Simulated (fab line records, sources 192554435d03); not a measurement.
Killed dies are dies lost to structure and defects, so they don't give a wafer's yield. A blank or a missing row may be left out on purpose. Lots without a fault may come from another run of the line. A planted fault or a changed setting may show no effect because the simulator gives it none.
Problem report in the 8D (eight disciplines) form, filled by code | flow n5_finfet | the parts of the form that need people (team, actions taken, sign-off) are left out

1. THE PROBLEM
killed_at_M4_up at N5_PASSIVATION_PROBE_49 reads a mean of 1088 on 2 wafers of 1 lot; wafers without a fault read 15 with a standard deviation of 6.2. That is +99 or more standard deviations from the usual mean.
First seen on wafer L878.4, day 17 08:40, on prober-02. The record holds 30 wafers of 10 lots with a number at this step. Rule for "out", or "out of limits": more than 4 standard deviations from the usual mean. The other wafers with a number count as sound.

2. WHAT IT IS AND WHAT IT IS NOT
question                    | is                                                                                                                  | is not
which readings at this step | killed_at_M4_up, defect_limited_yield, killed_dies, killed_on_rim, sort_bin_5_function, sort_n_pass, sort_yield_pct | killed_at_M0_to_M3, killed_at_contacts, killed_at_front_end, killed_at_other, killed_open, killed_short, sort_bin_6_memory, sort_bin_8_speed
which lots                  | L878                                                                                                                | L862, L863, L864, L865, L867, L870, L872, L873, L883
which wafers of those lots  | L878.4, L878.5                                                                                                      | L878.2
read on which tools         | prober-02                                                                                                           | prober-01
when                        | from day 17 08:40                                                                                                   | up to then (25 sound wafers); but 3 sound wafers of L883 came after

3. SUSPECTS, AND WHAT RULES EACH OUT
Counting: a tool at a process step up to the reading stays a suspect if it ran every lot that is out. Sound lots after the first of them don't rule it out here, since some wafers of a struck lot are sound.
- rie_diel-05 at N5_BEOL_M5_VIA_ETCH_34 (etches SiCOH lowk in C4F6/O2, target depth 88.3 nm, time 39.2 s): kept. It ran the lot that is out, L878 (day 13 09:03); its last sound lot up to then is L872 (day 11 10:21).
- pvd_sputter-01 at N5_PASSIVATION_SPUTTER_20 (material TaN, target thk 50 nm): kept. It ran the lot that is out, L878 (day 17 02:20); its last sound lot up to then is L873 (day 15 22:06).
- rie_metal-02 at N5_PASSIVATION_AL_ETCH_33 (etches Al in Cl2/BCl3, stops on TaN, target depth 2800 nm, time 466.7 s): kept. It ran the lot that is out, L878 (day 17 03:17); its last sound lot up to then is L872 (day 15 05:41).
- prober-02 at N5_PASSIVATION_PROBE_49: kept. It ran the lot that is out, L878 (day 17 08:34); its last sound lot up to then is L873 (day 16 03:43). Its own readings are out on those wafers: defect_limited_yield, killed_at_M4_up, killed_dies, killed_on_rim, sort_bin_5_function, sort_n_pass, sort_yield_pct.
- Within rie_diel-05 at N5_BEOL_M5_VIA_ETCH_34: the wafers that are out ran in chamber 1; their sound lot-mates ran in chamber 3.
Left after counting: rie_diel-05 at N5_BEOL_M5_VIA_ETCH_34, pvd_sputter-01 at N5_PASSIVATION_SPUTTER_20, rie_metal-02 at N5_PASSIVATION_AL_ETCH_33, prober-02 at N5_PASSIVATION_PROBE_49.

4. THE CAUSE (what the simulator had put in)
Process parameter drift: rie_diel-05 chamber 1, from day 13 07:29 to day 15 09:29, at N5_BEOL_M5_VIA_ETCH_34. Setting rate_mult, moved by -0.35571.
Counting left 4 suspects, and this tool is among them.

5. THE CHAIN OF EFFECTS, in route order
Each row: a reading whose mean over the struck wafers that have a number lies more than 3 standard deviations from the usual. Only readings for which the record gives a usual standard deviation are gone through. hours: the time from each lot's start at the first step in this table that gives one to its start at this step, as a median over the lots. sigmas: the change in usual standard deviations.
hours | step                    | reading              | usual  | on struck wafers | change | sigmas
0     | N5_PASSIVATION_PROBE_49 | defect_limited_yield | 91.3 % | 0.1              | -91.2  | -65
0     | N5_PASSIVATION_PROBE_49 | killed_at_M4_up      | 15     | 1088             | +1073  | +99 or more
0     | N5_PASSIVATION_PROBE_49 | killed_dies          | 102    | 1180             | +1078  | +63
0     | N5_PASSIVATION_PROBE_49 | killed_on_rim        | 13     | 152              | +139   | +34
0     | N5_PASSIVATION_PROBE_49 | sort_bin_5_function  | 5.1 %  | 95.6             | +90.5  | +99 or more
0     | N5_PASSIVATION_PROBE_49 | sort_n_pass          | 1078   | 0                | -1078  | -63
0     | N5_PASSIVATION_PROBE_49 | sort_yield_pct       | 91.3 % | 0.1              | -91.2  | -65
The process steps in it:
- N5_PASSIVATION_PROBE_49

6. WHAT WOULD HAVE CAUGHT IT SOONER
In this record the first reading out of limits was taken at day 17 08:40, 97 hours after the fault began at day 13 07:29.
Of the tool readings at N5_BEOL_M5_VIA_ETCH_34 for which the record gives a usual standard deviation, none was out on any struck wafer, so an alarm limit of 4 standard deviations on them would not have fired.
All the lots that are out (1) had begun N5_BEOL_M5_VIA_ETCH_34 on rie_diel-05 by day 17 08:40. A hold on the tool at that time would have spared none of them.
